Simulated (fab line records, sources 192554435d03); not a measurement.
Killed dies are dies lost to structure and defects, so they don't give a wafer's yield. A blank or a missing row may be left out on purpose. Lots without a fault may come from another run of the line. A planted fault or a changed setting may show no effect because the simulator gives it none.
One fault seen from 2 desks | flow n5_finfet | each desk has only its own numbers; what lay behind them comes last

THE TOOL OWNER'S DESK: rie_si-06
The tool's own readings at N5_BEOL_M0_SAQP_MANDREL_ETCH_20 (etches a-Si in HBr/Cl2, stops on SiNx, target depth 60 nm, bt time 10 s, time 30 s): means of the sampled wafers that have a number, for each lot that ran on this tool. A lot is out of limits, marked OUT, if its mean lies more than 4 standard deviations from the usual mean; the brackets give that distance.
Columns: A = drypump_motor_current_A at N5_BEOL_M0_SAQP_MANDREL_ETCH_20, usual 5.7 A; B = oes_product_au at N5_BEOL_M0_SAQP_MANDREL_ETCH_20, usual 0.764 a.u.; C = rf_fwd_power_W at N5_BEOL_M0_SAQP_MANDREL_ETCH_20, usual 795.7 W; D = throttle_valve_pct at N5_BEOL_M0_SAQP_MANDREL_ETCH_20, usual 35.44 %
lot  | first seen here | A   | B     | C     | D
L948 | day 8 13:26     | 5.7 | 0.766 | 794.3 | 35.33
L955 | day 10 07:13    | 5.5 | 0.764 | 795.8 | 35.50
L956 | day 10 15:50    | 5.7 | 0.763 | 792.8 | 35.36
This desk's finding: nothing out of limits on any of the 3 lots.

THE METROLOGY DESK
What the gauges read, lot by lot, whatever tool the lot ran on: means of the sampled wafers that have a number. A lot is out of limits, marked OUT, if its mean lies more than 4 standard deviations from the usual mean; the brackets give that distance. Of its 10 readings 7 are shown: those that lie furthest out on some lot.
Columns: A = DIBL_N at N5_BEOL_M4_RC_MEAS_101, usual 36.3 mV/V; B = IOFF_N at N5_BEOL_M4_RC_MEAS_101, usual 0.157 nA/um; C = ION_N at N5_BEOL_M4_RC_MEAS_101, usual 675 uA/um; D = ION_P at N5_BEOL_M4_RC_MEAS_101, usual 465 uA/um; E = SS_N at N5_BEOL_M4_RC_MEAS_101, usual 71.4 mV/dec; F = VT_N at N5_BEOL_M4_RC_MEAS_101, usual 249.8 mV; G = VT_P at N5_BEOL_M4_RC_MEAS_101, usual -249 mV
lot  | first seen here | A    | B     | C   | D   | E    | F     | G
L940 | day 9 17:14     | 36.5 | 0.171 | 684 | 473 | 71.7 | 248.6 | -249
L948 | day 12 05:35    | 36.7 | 0.179 | 688 | 473 | 71.1 | 246.2 | -246
L955 | day 13 12:44    | 35.2 | 0.132 | 662 | 462 | 71.0 | 252.2 | -251
L956 | day 13 21:08    | 36.8 | 0.171 | 675 | 465 | 71.1 | 247.1 | -246
This desk's finding: nothing out of limits on any of the 4 lots.

PUT TOGETHER
The tool owner's desk saw nothing out of limits.
The metrology desk saw nothing out of limits.

WHAT THE SIMULATOR HAD PUT IN
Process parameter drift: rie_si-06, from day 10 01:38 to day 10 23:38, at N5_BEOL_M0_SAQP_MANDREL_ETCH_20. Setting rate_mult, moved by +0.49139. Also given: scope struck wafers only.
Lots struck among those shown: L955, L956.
